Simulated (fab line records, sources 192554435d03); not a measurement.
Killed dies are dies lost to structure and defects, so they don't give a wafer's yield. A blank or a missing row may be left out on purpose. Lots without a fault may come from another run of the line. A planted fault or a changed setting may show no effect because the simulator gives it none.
Split-lot experiment | flow n5_finfet | 7 lots, 21 wafers read, on a route of 1938 steps

THE SPLIT
At N5_SDB_COAT_03 (time 60 s, resist thk 100 nm), the setting spin_rpm was moved away from the recipe's 1500 rpm on 7 of the 21 wafers read, by -10.0% to +6.1%. The other wafers ran this setting at the recipe's value.

FROM THE SPLIT TO THE READING: what the file shows between them, 7 steps
- N5_SDB_COAT_04: time 60 s, resist thk 18 nm
- N5_SDB_COAT_05: resist thk 90 nm
- N5_SDB_DESCUM_16: chemistry O2, time 7.9 s
- N5_SDB_ETCH_17: etches SiARC in CF4, target depth 23.4 nm, time 39 s
- N5_SDB_ETCH_18: etches SOC in N2/H2, target depth 100 nm, overetch 20 nm, time 150 s
- N5_SDB_STRIP_19: strips in N2/H2
- N5_SDB_STRIP_21: strips in CF4

THE READING
SOC_of_SDB_COAT_03.thk_nm (the simulator's own value, which no gauge read), in nm, at N5_SDB_HM_OPEN_20 (chemistry CH3F/O2, target SiNx, stops on poly-Si, target depth 24 nm). The file gives no usual value for it. The 14 wafers here that ran the recipe average 83.9 nm, standard deviation 0.48 nm.

wafer  | tool, chamber at the split | spin_rpm as run, rpm | against the recipe | SOC_of_SDB_COAT_03.thk_nm, nm | against lot-mates on the recipe
L075.2 | litho_track-01, 0          | 1364                 | -9.1%              | 89                            | +5.6
L075.4 | litho_track-01, 0          | 1500                 | recipe             | 83.4                          | -
L075.6 | litho_track-01, 0          | 1364                 | -9.1%              | 88.8                          | +5.4
L085.2 | litho_track-04, 0          | 1500                 | recipe             | 83.4                          | -
L085.3 | litho_track-04, 0          | 1500                 | recipe             | 83.6                          | -
L085.5 | litho_track-04, 0          | 1591                 | +6.1%              | 81.6                          | -1.9
L087.1 | litho_track-04, 0          | 1500                 | recipe             | 84.2                          | -
L087.2 | litho_track-04, 0          | 1500                 | recipe             | 83.2                          | -
L087.3 | litho_track-04, 0          | 1500                 | recipe             | 84                            | -
L092.2 | litho_track-05, 0          | 1500                 | recipe             | 83.6                          | -
L092.5 | litho_track-05, 0          | 1500                 | recipe             | 83.8                          | -
L092.6 | litho_track-05, 0          | 1500                 | recipe             | 83.4                          | -
L093.1 | litho_track-01, 0          | 1550                 | +3.3%              | 83.2                          | -1.8
L093.4 | litho_track-01, 0          | 1550                 | +3.3%              | 82.6                          | -2.4
L093.6 | litho_track-01, 0          | 1500                 | recipe             | 85                            | -
L094.2 | litho_track-01, 0          | 1500                 | recipe             | 84.4                          | -
L094.4 | litho_track-01, 0          | 1500                 | recipe             | 84                            | -
L094.6 | litho_track-01, 0          | 1500                 | recipe             | 83.8                          | -
L097.1 | litho_track-04, 0          | 1350                 | -10.0%             | 90                            | +5.6
L097.2 | litho_track-04, 0          | 1500                 | recipe             | 84.4                          | -
L097.4 | litho_track-04, 0          | 1350                 | -10.0%             | 89.8                          | +5.4

THE FIT
A straight line over all 21 wafers: SOC_of_SDB_COAT_03.thk_nm changes by -0.536 nm for each +1% of spin_rpm; r = -0.98; the points scatter about the line by 0.55 nm.
The same after taking each lot's own level away (the mean of its wafers on the recipe; 21 wafers): -0.55 nm for each +1%; r = -0.99; scatter 0.44 nm.
On that fit, the largest move of spin_rpm shifts the reading by 5.5 nm.
The lots' own levels span 83.40 to 85.00 nm, that is 3.3 times the standard deviation above.
So the lot-to-lot level changes the slope little: the two slopes agree.
Check: with one of the wafers moved furthest among these (-10.0%) left out of the fit, the line predicts +5.59 nm for it against its lot-mates. It came out at +5.6 nm against them.

OTHER SPLITS ON THESE WAFERS
These wafers also went through other splits before the reading. Each is held against what the fit with the lots' levels taken away leaves over:
other split on the same wafers | wafers away from the commonest value | r with SOC_of_SDB_COAT_03.thk_nm (lot level and that fit taken away)
N5_ZERO_LAYER_PECVD_02 time_s  | 5                                    | -0.31
N5_FIN_SAQP_COAT_10 spin_rpm   | 7                                    | +0.14
N5_DUMMY_GATE_CVD_03 temp_c    | 12                                   | -0.22
N5_DUMMY_GATE_COAT_28 spin_rpm | 5                                    | +0.17
N5_SD_EPI_N_PEB_07 peb_time_s  | 9                                    | +0.29

THE WHOLE CHAIN: every reading that the file lists as answering this split, in the file's order
step              | what it does                                                         | reading                                                                    | change (the file's fit)               | r (the file's)
N5_SDB_COAT_03    | time 60 s, resist thk 100 nm                                         | SOC_of_SDB_COAT_03.thk_nm (the simulator's own value, which no gauge read) | -0.532 nm for each +1% of the setting | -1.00
N5_SDB_ETCH_18    | etches SOC in N2/H2, target depth 100 nm, overetch 20 nm, time 150 s | etch.depth_nm (the simulator's own value, which no gauge read)             | -0.531 nm for each +1% of the setting | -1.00
N5_SDB_HM_OPEN_20 | chemistry CH3F/O2, target SiNx, stops on poly-Si, target depth 24 nm | SOC_of_SDB_COAT_03.thk_nm (the simulator's own value, which no gauge read) | -0.536 nm for each +1% of the setting | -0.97
N5_SDB_STRIP_22   | strips in N2/H2                                                      | strip_time_to_endpoint_s                                                   | withheld for each +1% of the setting  | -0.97

THE FILE'S OWN FIT
SOC_of_SDB_COAT_03.thk_nm changes by -0.536 nm for each +1% of spin_rpm, r = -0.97.
